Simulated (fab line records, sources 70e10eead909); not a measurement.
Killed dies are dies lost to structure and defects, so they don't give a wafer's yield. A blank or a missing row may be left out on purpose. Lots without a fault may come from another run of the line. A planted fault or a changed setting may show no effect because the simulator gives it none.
A struck lot beside a sound one | flow nand_harc | 41 steps out of a route of 1159
Sound: wafers L866.1, L866.2, L866.3. Struck: wafers L869.3, L869.4, L869.5. The cause comes at the end.
At each step with rows: each side's tool, then ch and its chambers, then its first start. Under that, the readings that differ: sound wafers | struck wafers | difference of the means | sigmas: that difference in standard deviations of wafers without a fault.
alike: readings whose means differ by less than 2 such deviations, and words and numbers that are the same on both sides. not compared: withheld readings, readings that some wafer has no value for, bounds like >300 that may hide the same value, and numbers for which the record gives no deviation and whose values overlap.
The two part at a step that has a row with sigmas, a row that says differs or no value, or rows on one side only. Numbers that don't overlap but have no deviation are shown without sigmas and don't part them. A reading that every wafer of one side lacks parts them only if that side has two wafers or more.

NHARC_A_M1_INSPECT_11:
  sound on defect_inspect-01, day 18 01:19; struck on defect_inspect-02, day 18 15:07
  alike: raw_defect_count
NHARC_A_M1_DESCUM_14: chemistry O2, time 3 s.
  sound on rie_diel-06 ch 0,1,3, day 18 01:23; struck on rie_diel-02 ch 0,2,3, day 18 15:12
  alike: chamber_pressure_mTorr, drypump_motor_current_A, mfc_ar_sccm, oes_product_au, rf_vpp_V, showerhead_plenum_p_Torr, throttle_valve_pct
  not compared: rf_hours_counter_h
then, 2 steps without rows for these wafers: NHARC_A_M1_ETCH_35 (etches the open film in N2/H2, target depth 40 nm, overetch 12 nm, time 43.94 s); NHARC_A_M1_ETCH_15 (etches the open film in C4F8/Ar, target depth 182.5 nm, time 91.2 s).
NHARC_A_M1_CD_MEAS_16:
  sound on cd_sem-01, day 18 01:41; struck on cd_sem-03, day 18 15:29
  alike: cd_nm
then, 7 steps without rows for these wafers: NHARC_A_M1_STRIP_18 (strips in N2/H2); NHARC_A_M1_ETCH_28 (etches the open film in CF4/N2, target depth 30 nm, time 72.99 s); NHARC_A_M1_STRIP_19 (strips in post etch residue remover, time 600 s); NHARC_A_M1_DEGAS_29 (time 60 s); NHARC_A_M1_PRE_CLEAN_30 (time 30 s); NHARC_A_M1_PVD_20 (deposits TaN, target thk 5 nm, time 8.06 s); NHARC_A_M1_PVD_21 (deposits Cu, target thk 30 nm, time 20.49 s).
NHARC_A_M1_ECD_22: material Cu, target thk 400 nm.
  sound on ecd_cu-02 ch 0,1, day 18 02:46; struck on ecd_cu-02 ch 0,1, day 18 16:40
NHARC_A_M1_ANNEAL_31: time 90 s.
  sound on rtp_anneal-02 ch 0, day 18 03:09; struck on rtp_anneal-02 ch 0, day 18 17:08
  alike: anneal_temp_c_max, wafer_temp_C_max
then, 1 step without rows for these wafers: NHARC_A_M1_CMP_23 (polishes, t overpolish 20 s, target thk 154.34 nm).
NHARC_A_M1_THK_MEAS_24: measures by xrf.
  sound on film_metro-01, day 18 03:49; struck on film_metro-01, day 18 17:42
  alike: thk_nm
then, 2 steps without rows for these wafers: NHARC_A_M1_SRD_25; NHARC_A_M1_PRE_CLEAN_32 (time 12 s).
NHARC_A_M1_DEP_33: deposits SiCN, target thk 30 nm.
  sound on pecvd-04 ch 0,1,2, day 18 04:36; struck on pecvd-03 ch 1,2, day 18 18:02
  alike: chamber_pressure_Torr, heater_power_w
  not compared: since_wet_clean_h
then, 1 step without rows for these wafers: NHARC_A_BONDPAD_DEP_00 (deposits SiCN, target thk 250 nm).
NHARC_A_BONDPAD_CMP_29: polishes SiCN, target thk 200 nm.
  sound on cmp-04 ch 0,2,3, day 18 05:33; struck on cmp-01 ch 0,1,3, day 18 18:59
  alike: motor_current_A
NHARC_A_BONDPAD_THK_MEAS_30: measures by ellipsometry.
  sound on film_metro-02, day 18 05:49; struck on film_metro-02, day 18 19:15
  alike: thk_nm
then, 10 steps without rows for these wafers: NHARC_A_BONDPAD_SRD_31; NHARC_A_BONDPAD_DEHYDRATE_01 (time 120 s); NHARC_A_BONDPAD_HMDS_02 (time 30 s); NHARC_A_BONDPAD_COAT_33 (time 65 s); NHARC_A_BONDPAD_COAT_03 (resist thk 600 nm); NHARC_A_BONDPAD_SOFTBAKE_04 (time 70 s); NHARC_A_BONDPAD_EBR_05; NHARC_A_BONDPAD_EXPOSE_06 (exposes mask A BPAD); NHARC_A_BONDPAD_PEB_07 (peb time 80 s); NHARC_A_BONDPAD_DEVELOP_08 (time 50 s).
NHARC_A_BONDPAD_CD_MEAS_09: target cd 500 nm.
  sound on cd_sem-03 ch 0, day 18 06:23; struck on cd_sem-01 ch 0, day 18 19:41
  reading    | sound             | struck            | difference | sigmas
  cd_nm (nm) | 497.7 498.1 495.5 | 502.8 503.1 502.7 | +5.8       | +2
NHARC_A_BONDPAD_OVL_MEAS_35:
  sound on overlay-02, day 18 06:28; struck on overlay-02, day 18 19:47
  alike: overlay_x_nm, overlay_y_nm
then, 3 steps without rows for these wafers: NHARC_A_BONDPAD_HARDBAKE_10 (time 65 s); NHARC_A_BONDPAD_DESCUM_11 (chemistry O2, time 3 s); NHARC_A_BONDPAD_ETCH_34 (etches the open film in N2/H2, target depth 60 nm, overetch 18 nm, time 65.91 s).
NHARC_A_BONDPAD_ETCH_12: etches the open film in CHF3/O2, target depth 220 nm, time 110 s.
  sound on rie_diel-09 ch 0,2,3; struck on rie_diel-09 ch 2,3
  reading               | sound             | struck            | difference | sigmas
  oes_product_au (a.u.) | 0.936 0.955 0.893 | 0.989 0.983 1.001 | +0.063     | +2
  alike: chamber_pressure_mTorr, drypump_motor_current_A, mfc_ar_sccm, rf_vpp_V, showerhead_plenum_p_Torr, throttle_valve_pct
  not compared: rf_hours_counter_h
NHARC_A_BONDPAD_CD_MEAS_13:
  sound on cd_sem-03, day 18 06:55; struck on cd_sem-01, day 18 20:13
  reading    | sound             | struck            | difference | sigmas
  cd_nm (nm) | 497.8 497.8 493.6 | 502.1 503.6 502.6 | +6.4       | +2
then, 1 step without rows for these wafers: NHARC_A_BONDPAD_STRIP_15 (strips in O2).
NHARC_END_SORT_01:
  the record has rows for the struck wafers here (prober-02 ch 0, day 20 02:51) and none for the sound ones

WHERE THEY PART
First at NHARC_A_BONDPAD_CD_MEAS_09; last, within this record, at NHARC_END_SORT_01.

WHY: what the simulator had put in
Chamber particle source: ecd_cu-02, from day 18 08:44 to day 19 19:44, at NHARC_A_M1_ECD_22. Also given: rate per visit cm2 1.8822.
